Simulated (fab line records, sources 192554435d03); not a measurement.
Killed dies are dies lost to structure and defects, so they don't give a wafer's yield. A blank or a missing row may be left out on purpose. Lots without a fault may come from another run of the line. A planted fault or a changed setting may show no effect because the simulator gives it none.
fab line records | flow n5_finfet
record lots=4 wafers=12 last_day=17
route steps=1938 shown BEOL_M6@1254 BEOL_M7@1263 PASSIVATION@1936
lots that met no fault: from a run of the same line without faults
start_h: hours from the record's first day to the start of the lot's first wafer shown | wait_h: hours since the lot's step before | " the same as in the row above | L1.1+2: a row that stands for several wafers | - no value, or no start given | * or withheld: withheld | < > ~ a bound
route shown NAME@n: a module of which the file shows steps, and the number in the route of the first | usual: mean/standard deviation of fault-free wafers | same: alike in all rows | chamber/n: place in a boat | sites: the reading at each site | _std_site: their standard deviation | _edge_site: outer sites' mean less inner sites' | radius_mm: how far each site lies from the wafer's centre | mask NAME#n: copy n | behind: the tool/chamber that last shaped the wafer | hold: why the lot was held/for how many hours/how that ended | device: the transistor (n, p or np) that didn't switch | end of line: the same wafers' tests at the end of the route | a step without rows: its recipe alone | killed: dies lost to structure and defects at the first sort, not the wafer's yield | map: a wafer's dies, x killed, . not, _ none there
set.NAME: the setting as run; set.NAME@STEP: as run at that earlier step | model.NAME: the simulator's own value behind a step, which no gauge read
lots at some steps of the route; a table a step, a row a wafer
services: from which hour (start_h, from the record's first day; less than 0 if before it) a tool's chamber was out of use, for how many hours, and why
## steps
# step N5_BEOL_M6_SPUTTER_48
# recipe material=Cu target_thk_a=100 temp_c=-20 bias_v=60 power_w=26000 chamber_pressure_pa=0.13 time_s=1.667
# step N5_BEOL_M6_ECD_50
# recipe material=Cu target_thk_a=3000
# step N5_BEOL_M6_ANNEAL_51
# recipe temp_c=225 time_s=90 ambient=N2
# step N5_BEOL_M6_CMP_52
# recipe stop_on=SiCOH_lowk t_overpolish_s=6.9 down_force_psi=1 platen_rpm=50 clearing_platen_down_force_psi=1.5 clearing_platen_rpm=50 post_cmp_clean=cu_alkaline target_thk_nm=80 clearing_platen_pad_velocity_m_s=0.99484 pad_velocity_m_s=0.99484
# step N5_BEOL_M6_PRE_CLEAN_55
# recipe gas=NH3 time_s=15 temp_c=withheld rf_power_w=300
# step N5_BEOL_M6_DEP_56
# recipe material=SiCN target_thk_a=100 temp_c=withheld precursor=3MS/NH3 pressure_torr=3 rf_w=202 time_s=17.5
# step N5_BEOL_M7_ILD_DEP_00
# recipe material=SiCOH_lowk target_thk_a=1797.5 temp_c=300 precursor=DEMS/porogen pressure_torr=5 rf_w=500 time_s=33.4
# step N5_BEOL_M7_CURE_74
# recipe temp_c=385 time_s=240 ambient=He/Ar material=SiCOH_lowk
# step N5_BEOL_M7_PECVD_70
# recipe material=SiO2 target_thk_a=200 temp_c=400 precursor=TEOS/O2 pressure_torr=5.5 rf_w=450 teos_flow_sccm=53.8 gas=O2 flow_sccm=3000 time_s=22.7
# usual heater_power_w=735/93 showerhead_plenum_p_Torr=8.80/0.071 showerhead_vpp_V=1323/61 throttle_valve_pct=22.1/1.1
# columns lot.wafer tool chamber start_h wait_h heater_power_w showerhead_plenum_p_Torr showerhead_vpp_V throttle_valve_pct model.SiO2_of_BEOL_M7_PECVD_70.thk_nm
L625.1 pecvd-03 0 229.57 0.0 716 8.95 1301 20.9 20.4
L625.4 " 1 " " 737 8.76 1352 24.3 20
L625.6 " 1 " " 735 8.78 1344 24.3 20.4
L632.2 pecvd-04 1 264.77 0.0 741 8.69 1322 22.9 20.4
L632.4 " 2 " " 729 8.79 1248 20.4 19.6
L632.6 " 1 " " 738 8.73 1325 23.1 20.6
L639.3 pecvd-03 1 310.85 0.0 728 8.79 1322 24.3 23.6
L639.4 " 2 " " 625 8.80 1248 21.1 24
L639.6 " 1 " " 723 8.78 1330 24.0 20.4
L641.1 pecvd-03 2 312.69 0.0 631 8.83 1234 21.0 19.4
L641.4 " 1 " " 756 8.78 1319 24.3 23.8
L641.5 " 2 " " 643 8.82 1227 21.3 20.2
# step N5_BEOL_M7_HM_DEP_02
# recipe material=TiN target_thk_a=200 temp_c=25 chamber_pressure_pa=0.49996
# step N5_BEOL_M7_COAT_59
# recipe resist=SOC temp_c=250 time_s=60 spin_rpm=1500 resist_thk_nm=100
# step N5_BEOL_M7_COAT_60
# recipe resist=SiARC temp_c=220 time_s=60 spin_rpm=1500 resist_thk_nm=35
# step N5_BEOL_M7_COAT_05
# recipe resist=CAR-ArF spin_rpm=1500 resist_thk_nm=90
# step N5_BEOL_M7_EBR_07
# recipe solvent=PGMEA ebr_width_mm=1.5
# step N5_BEOL_M7_SOFTBAKE_06
# recipe temp_c=110 time_s=60 resist=CAR-ArF
# step N5_BEOL_M7_EXPOSE_08
# recipe mask_id=M7 na=1.35 source_shape=dipole sigma_inner=0.817 sigma_outer=0.97 polarization=te dose_mj=68.25
# step N5_BEOL_M7_PEB_09
# recipe peb_temp_c=withheld peb_time_s=60 resist=CAR-ArF
# step N5_BEOL_M7_DEVELOP_10
# recipe develop_time_s=30 developer=TMAH resist=CAR-ArF rinse_liquid=diw dry=air_spin dev_temp_c=23
# step N5_BEOL_M7_DESCUM_16
# recipe chemistry=O2 time_s=7.9 source_power_w=50 bias_power_w=20 pressure_mtorr=20 rf_frequency_hz=2.712e+07 temp_c=40 resist=CAR-ArF o2_flow_sccm=225
# step N5_BEOL_M7_ETCH_61
# recipe chemistry=CF4 target=SiARC target_depth_a=455 mask_material=CAR-ArF time_s=75.8 ion_energy_ev=80 pressure_mtorr=40 source_w=545 bias_w=36 Ar_flow_sccm=100 cf4_flow_sccm=100 ends=cleared
# step N5_BEOL_M7_ETCH_62
# recipe chemistry=N2/H2 target=SOC target_depth_a=1100 overetch_a=220 mask_material=SiARC temp_c=40 time_s=165 ion_energy_ev=200 pressure_mtorr=30 source_w=840 bias_w=150 n2_flow_sccm=200 h2_flow_sccm=200
# step N5_BEOL_M7_STRIP_68
# recipe chemistry=N2/H2 temp_c=40 n2_flow_sccm=200 h2_flow_sccm=200 rf_frequency_hz=6e+07
# step N5_BEOL_M7_STRIP_67
# recipe chemistry=CF4 resist=SiARC power_w=300 bias_power_w=75 pressure_mtorr=50 cf4_flow_sccm=150 rf_frequency_hz=6e+07
# step N5_BEOL_M7_HM_OPEN_17
# recipe chemistry=Cl2/BCl3 target_depth_a=200 overetch_a=60 target=TiN mask_material=SOC ion_energy_ev=150 pressure_mtorr=10 icp_w=1000 bias_w=126 Cl2_flow_sccm=53.25 bcl3_flow_sccm=21.75 Ar_flow_sccm=25
# step N5_BEOL_M7_STRIP_19
# recipe chemistry=O2 power_w=400 temp_c=40 pressure_mtorr=30 rf_frequency_hz=6e+07 bias_power_w=0 overash_fraction=0.2 o2_flow_sccm=225
# step N5_BEOL_M7_COAT_63
# recipe resist=SOC temp_c=250 time_s=60 spin_rpm=1500 resist_thk_nm=60
# step N5_BEOL_M7_COAT_64
# recipe resist=SiARC temp_c=220 time_s=60 spin_rpm=1500 resist_thk_nm=12
# step N5_BEOL_M7_COAT_71
# recipe resist=underlayer temp_c=205 time_s=60 spin_rpm=1500 resist_thk_nm=5
# step N5_BEOL_M7_COAT_22
# recipe resist=CAR-EUV spin_rpm=1500 resist_thk_nm=30
# step N5_BEOL_M7_EBR_24
# recipe solvent=PGMEA ebr_width_mm=1.5
# step N5_BEOL_M7_SOFTBAKE_23
# recipe temp_c=110 time_s=60 resist=CAR-EUV
# step N5_BEOL_M7_EXPOSE_25
# recipe mask_id=V6 na=0.33 source_shape=annular sigma_inner=0.4 sigma_outer=0.8 polarization=unpolarized target_cd_nm=40 dose_mj=42.5
# step N5_BEOL_M7_PEB_26
# recipe peb_temp_c=100 peb_time_s=60 resist=CAR-EUV
# step N5_BEOL_M7_DEVELOP_27
# recipe develop_time_s=30 developer=TMAH resist=CAR-EUV rinse_liquid=surfactant_rinse dry=air_spin dev_temp_c=23
# step N5_BEOL_M7_HM_STRIP_39
# recipe chemistry=peroxide_tin_strip material=TiN target_depth_a=250 temp_c=50 time_s=158
# same time_s=158
# columns lot.wafer tool chamber start_h wait_h model.SiO2_of_BEOL_M7_PECVD_70.thk_nm
L625.1+6 wet_bench-04 6,3 234.54 0.0 20.2
L625.4 " 1 " " 20
L632.2 wet_bench-03 7 268.92 0.0 20.2
L632.4 " 3 " " 19.4
L632.6 " 0 " " 20.6
L639.3 wet_bench-04 2 313.35 0.0 23.4
L639.4 " 5 " " 23.8
L639.6 " 7 " " 20.2
L641.1 wet_bench-04 2 315.89 0.0 19.2
L641.4 " 3 " " 23.6
L641.5 " 7 " " 20
# step N5_BEOL_M7_CMP_52
# recipe stop_on=SiCOH_lowk t_overpolish_s=6.9 down_force_psi=1 platen_rpm=50 clearing_platen_down_force_psi=1.5 clearing_platen_rpm=50 post_cmp_clean=cu_alkaline target_thk_nm=80 clearing_platen_pad_velocity_m_s=0.99484 pad_velocity_m_s=0.99484
# usual barrier_field_endpoint_s=28.9/0.9 clearing_platen_down_force_psi=1.500/0.003 edge_zone_pressure_frac=1.000/0.0052 motor_current_A=5.9/0.71 pad_life_wafers=962/580
# columns lot.wafer tool chamber start_h wait_h barrier_field_endpoint_s clearing_platen_down_force_psi edge_zone_pressure_frac motor_current_A pad_life_wafers
L625.1 cmp-04 0 236.49 0.3 28.5 1.507 0.993 5.1 828
L625.4 " 2 " " 28.7 1.496 0.992 6.4 830
L625.6 " 1 " " 27.7 1.497 0.997 6.5 -
L632.2 cmp-01 0 272.56 0.3 29.4 1.498 0.996 6.2 103
L632.4 " 2 " " 29.5 1.496 1.001 4.7 105
L632.6 " 3 " " 29.8 1.499 1.011 6.0 -
L639.4 cmp-01 2 316.03 0.1 34.2 1.500 0.999 4.7 450
L639.3 " 1 " " 32.5 1.499 0.998 6.0 453
L639.6 " 3 " " 29.8 1.499 0.999 5.7 -
L641.1 cmp-01 1 318.75 0.3 28.5 1.499 0.992 6.0 476
L641.4 " 2 " " 34.3 1.503 1.002 4.8 477
L641.5 " 0 " " 28.1 1.502 0.996 5.9 -
# step N5_PASSIVATION_PROBE_49
# usual defect_limited_yield=91.5/1.4 killed_at_M0_to_M3=32/11 killed_at_M4_up=12/4.4 killed_at_contacts=13/6.1 killed_at_front_end=39/12 killed_at_other=3.9/3 killed_dies=100/17 killed_open=66/12 killed_short=33/7.4 sort_bin_4_leakage=0.03/0.14 sort_bin_5_function=5.0/0.95 sort_bin_6_memory=3.2/0.66 sort_bin_8_speed=0.0/0.33 sort_n_pass=1079/17 sort_yield_pct=91.4/1.5
# same gross_dies=1180 killed_at_back_side=0
# columns lot.wafer tool chamber start_h wait_h defect_limited_yield[%] killed_at_M0_to_M3 killed_at_M4_up killed_at_contacts killed_at_front_end killed_at_other killed_dies killed_open killed_short sort_bin_4_leakage[%] sort_bin_5_function[%] sort_bin_6_memory[%] sort_bin_8_speed[%] sort_n_pass sort_yield_pct[%]
L625.1 prober-02 - 309.93 0.0 92.5 23 15 12 34 4 88 58 29 0 4.4 2.6 0.2 1090 92.4
L625.4 prober-02 - 310.08 0.2 90.5 24 25 9 48 6 112 76 33 0 5.7 3.3 0 1068 90.5
L625.6 prober-02 - 310.18 0.3 90.8 21 18 11 50 9 109 67 39 0 5.4 3.5 0.1 1070 90.7
L632.2 prober-01 - 347.97 0.1 91.1 42 9 21 33 0 105 64 37 0 4.7 3.7 0 1075 91.1
L632.4 prober-01 - 348.07 0.2 91.4 46 13 25 18 0 102 71 30 0 4.6 3.6 0.1 1078 91.4
L632.6 prober-01 - 348.17 0.3 88.9 52 23 18 35 3 131 80 43 0 6.9 3.6 0 1049 88.9
L639.3 prober-01 - 396.11 0.1 90.8 43 12 15 30 8 108 70 38 0 5.3 3.5 0 1072 90.8
L639.4 prober-01 - 396.16 0.2 91.0 28 11 13 53 1 106 74 30 0 5.8 3.0 0 1074 91.0
L639.6 prober-01 - 396.26 0.3 90.6 47 7 6 43 8 111 73 38 0 5.8 3.1 0 1069 90.6
L641.1 prober-02 - 396.72 0.0 94.5 17 16 13 14 5 65 50 15 0 3.2 2.2 0 1115 94.5
L641.4 prober-02 - 396.87 0.2 93.1 19 11 9 43 0 82 56 24 0.08 3.8 2.9 0 1097 93.0
L641.5 prober-02 - 396.92 0.2 93.3 22 13 15 26 3 79 55 23 0 3.8 2.9 0 1101 93.3
# killed by level:class
L625.1 FIN_SAQP:geometric_particle:open=11 MOL_CONTACT_COAG:geometric_particle:open=10 BEOL_M4:geometric_particle:open=7 FIN_SAQP:geometric_particle:short=6 DUMMY_GATE:geometric_particle:open=6 GATE_CUT:geometric_particle:short=5 STI_FIN_REVEAL:geometric_particle:open=5 BEOL_M0_SAQP:geometric_particle:short=5
L625.4 BEOL_M4:geometric_particle:open=15 FIN_SAQP:geometric_particle:open=14 STI_FIN_REVEAL:geometric_particle:open=8 BEOL_M0_SAQP:geometric_particle:open=8 FIN_SAQP:geometric_particle:short=6 BEOL_M0_SAQP:geometric_particle:short=6 MOL_CONTACT_COAG:geometric_particle:open=6 DUMMY_GATE:geometric_particle:open=4
L625.6 BEOL_M4:geometric_particle:open=12 FIN_SAQP:geometric_particle:open=11 MOL_CONTACT_COAG:geometric_particle:open=9 GATE_CUT:geometric_particle:short=7 PASS1_DEP:geometric_particle:short=7 FIN_SAQP:geometric_particle:short=6 STARTING-WAFER:geometric_particle:open=6 DUMMY_GATE:geometric_particle:open=5
L632.2 MOL_CONTACT_COAG:geometric_particle:open=14 BEOL_M0_SAQP:geometric_particle:open=11 STI_FIN_REVEAL:geometric_particle:open=10 BEOL_M3:geometric_particle:open=9 MOL_CONTACT_COAG:geometric_particle:short=7 BEOL_M0_SAQP:geometric_particle:short=7 BEOL_M2:geometric_particle:open=7 STI_FIN_REVEAL:geometric_particle:short=4
L632.4 MOL_CONTACT_COAG:geometric_particle:open=19 BEOL_M0_SAQP:geometric_particle:short=14 STI_FIN_REVEAL:geometric_particle:open=10 BEOL_M0_SAQP:geometric_particle:open=9 BEOL_M2:geometric_particle:open=9 BEOL_M3:geometric_particle:open=8 BEOL_M4:geometric_particle:open=7 MOL_CONTACT_COAG:geometric_particle:short=6
L632.6 BEOL_M0_SAQP:geometric_particle:short=18 MOL_CONTACT_COAG:geometric_particle:open=15 BEOL_M4:geometric_particle:open=13 STI_FIN_REVEAL:geometric_particle:open=9 BEOL_M0_SAQP:geometric_particle:open=9 BEOL_M1:geometric_particle:open=8 BEOL_M2:geometric_particle:short=5 FIN_SAQP:geometric_particle:open=4
L639.3 MOL_CONTACT_COAG:geometric_particle:open=11 BEOL_M1:geometric_particle:open=9 STI_FIN_REVEAL:geometric_particle:open=7 BEOL_M2:geometric_particle:open=7 BEOL_M0_SAQP:geometric_particle:short=7 BEOL_M3:geometric_particle:open=7 BEOL_M4:geometric_particle:open=6 FIN_SAQP:geometric_particle:open=4
L639.4 STI_FIN_REVEAL:geometric_particle:open=17 FIN_SAQP:geometric_particle:open=11 MOL_CONTACT_COAG:geometric_particle:open=10 BEOL_M0_SAQP:geometric_particle:open=7 BEOL_M3:geometric_particle:open=6 FIN_SAQP:geometric_particle:short=5 BEOL_M0:geometric_particle:open=5 STARTING-WAFER:geometric_particle:short=5
L639.6 BEOL_M0_SAQP:geometric_particle:short=13 BEOL_M0_SAQP:geometric_particle:open=12 FIN_SAQP:geometric_particle:open=11 STI_FIN_REVEAL:geometric_particle:open=10 BEOL_M2:geometric_particle:open=8 FIN_SAQP:geometric_particle:short=6 MIM_TOP_ETCH:geometric_particle:open=6 GATE_CUT:geometric_particle:short=5
L641.1 MOL_CONTACT_COAG:geometric_particle:open=12 BEOL_M0_SAQP:geometric_particle:open=5 BEOL_M1:geometric_particle:open=4 BEOL_M3:geometric_particle:open=4 BEOL_M4:geometric_particle:open=4 GATE_CUT:geometric_particle:open=3 BEOL_M0_SAQP:geometric_particle:short=3 BEOL_M8:geometric_particle:open=3
L641.4 DUMMY_GATE:geometric_particle:open=11 GATE_CUT:geometric_particle:short=9 FIN_SAQP:geometric_particle:open=8 MOL_CONTACT_COAG:geometric_particle:open=7 BEOL_M0_SAQP:geometric_particle:open=5 BEOL_M3:geometric_particle:open=5 BEOL_M4:geometric_particle:open=4 STI_FIN_REVEAL:geometric_particle:open=3
L641.5 MOL_CONTACT_COAG:geometric_particle:open=15 STI_FIN_REVEAL:geometric_particle:open=8 DUMMY_GATE:geometric_particle:open=5 BEOL_M0_SAQP:geometric_particle:short=5 FIN_SAQP:geometric_particle:open=4 GATE_CUT:geometric_particle:short=4 BEOL_M0_SAQP:geometric_particle:open=4 BEOL_M4:geometric_particle:open=4
## services
# columns tool chamber start_h hours kind
pecvd-03 - 227.45 0.9 repair
cmp-01 - 228.38 0.4 repair
cmp-01 - 251.56 4.0 pm
cmp-01 - 255.56 - consumable_replace:conditioner
cmp-01 - 255.56 - consumable_replace:pad
cmp-01 - 260.01 6.3 pm
pecvd-03 2 281.80 4.3 repair
cmp-04 - 306.07 0.5 repair
pecvd-03 - 307.84 0.5 repair
## key
first_sign step=N5_BEOL_M7_CMP_52 reading=barrier_field_endpoint_s direction=up sigmas=5.4 usual=28.9 struck=33.7
effect none on later readings
model_effect step=N5_BEOL_M7_PECVD_70 value=SiO2_of_BEOL_M7_PECVD_70.thk_nm without=20 struck=23.8
model_effect step=N5_BEOL_M7_HM_STRIP_39 value=SiO2_of_BEOL_M7_PECVD_70.thk_nm without=19.8 struck=23.6
met_at N5_BEOL_M7_PECVD_70
struck_wafers L639.3,L639.4,L641.4
onset_between 229.57 310.85
fault kind=process_parameter_drift tool=pecvd-03 chamber=- onset_h=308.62 steps=N5_BEOL_M7_PECVD_70 channel=time_s offset=* shape=step end_h=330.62 scope=struck_wafers_only acts_in=* stated=*
